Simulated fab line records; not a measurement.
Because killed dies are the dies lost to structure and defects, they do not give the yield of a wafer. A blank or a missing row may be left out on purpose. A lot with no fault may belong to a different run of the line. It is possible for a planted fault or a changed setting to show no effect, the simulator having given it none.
A struck lot beside a sound one | flow nand-harc | 17 steps out of a route of 1302
Sound: these wafers, L124.1, L124.3, L124.4. The struck wafers were L133.3, L133.5, L133.6. The cause is named last.
At each step with rows: each side's tool, then ch and its chambers, then its first start. Under that, the readings that differ: sound wafers | struck wafers | difference of the means | sigmas: that difference in standard deviations of wafers without a fault.
alike: a reading whose means differ by less than 2 such deviations, as well as words and numbers matching on both sides. not compared: withheld readings; readings where some wafer has no value; bounds like >300 that might hide an equal value; numbers whose values overlap and for which the record gives no deviation.
A row with sigmas, a row that says differs or no value, or rows on one side alone: a step with any of these is where the two part. Numbers that don't overlap but have no deviation are shown without sigmas and don't part them. A reading missing from all wafers of one side parts the sides only when that side holds two or more wafers.

NHARC_P_GATE_CD_MEAS_46: target cd 720 nm.
  sound on cd-sem-01 ch 0, day 6 05:43; struck on cd-sem-01 ch 0, day 9 15:01
  alike: cd-nm
then, 1 step without rows for these wafers: NHARC_P_GATE_HARDBAKE_47 (time 80 s).
NHARC_P_GATE_DESCUM_48: chemistry O2, time 3 s.
  sound on rie-diel-08 ch 0,2,3, day 6 05:52; struck on rie-diel-06 ch 1,2, day 9 15:10
  alike: drypump-motor-current-A, oes-product-au, rf-vpp-V, showerhead-plenum-p-Torr, throttle-valve-pct
  not compared: rf-hours-counter-h
after that, 1 step had no rows for these wafers: NHARC_P_GATE_IMPLANT_49.
NHARC_P_GATE_STRIP_111: strips in N2/H2, time 250 s.
  sound on plasma-asher-01 ch 0,1, day 6 06:17; struck on plasma-asher-02 ch 0,1, day 9 15:41
  alike: drypump-motor-current-A, heater-power-w
  not compared: rf-hours-counter-h
NHARC_P_GATE_STRIP_75: strips in O2.
  sound on plasma-asher-01 ch 0,1, day 6 06:33; struck on plasma-asher-02 ch 0,1, day 9 15:52
  alike: drypump-motor-current-A, heater-power-w
  not compared: rf-hours-counter-h
then, 6 steps without rows for these wafers: NHARC_P_GATE_STRIP_50 (strips in SPM, time 900 s); NHARC_P_GATE_DEHYDRATE_51 (time 120 s); NHARC_P_GATE_HMDS_52 (time 30 s); NHARC_P_GATE_COAT_53; NHARC_P_GATE_SOFTBAKE_54 (time 95 s); NHARC_P_GATE_EBR_55.
NHARC_P_GATE_EXPOSE_56: exposes mask P PSD, target cd 720 nm.
  sound on krf-scanner-04 ch 0, day 6 07:19; struck on krf-scanner-04 ch 0, day 9 16:37
  reading | sound                   | struck                           | difference | sigmas
  mask    | P_PSD#0 P_PSD#0 P_PSD#0 | P_PSD_R1#0 P_PSD_R1#0 P_PSD_R1#0 | differs    |
then, 2 steps without rows for these wafers: NHARC_P_GATE_PEB_57 (peb time 85 s); NHARC_P_GATE_DEVELOP_58 (time 70 s).
NHARC_P_GATE_CD_MEAS_59: target cd 720 nm.
  sound on cd-sem-03 ch 0, day 6 07:29; struck on cd-sem-02 ch 0
  reading    | sound             | struck            | difference | sigmas
  cd-nm (nm) | 721.3 720.3 719.8 | 715.7 715.6 714.9 | -5.1       | -4
  not compared: hold
-- record jumps: 19 days between struck wafers' starts before vs after; left off in module P_GATE, resumes in module END, first step shown is number 1302 of the route --
NHARC_END_SORT_01:
  at this point the record logs the struck wafers (prober-01 ch 0, day 28 11:02) and has no rows for the sound ones

== WHERE THEY PART ==
At NHARC_P_GATE_EXPOSE_56 first; at NHARC_END_SORT_01 last (within this record only).

WHY: what had been put in by the simulator
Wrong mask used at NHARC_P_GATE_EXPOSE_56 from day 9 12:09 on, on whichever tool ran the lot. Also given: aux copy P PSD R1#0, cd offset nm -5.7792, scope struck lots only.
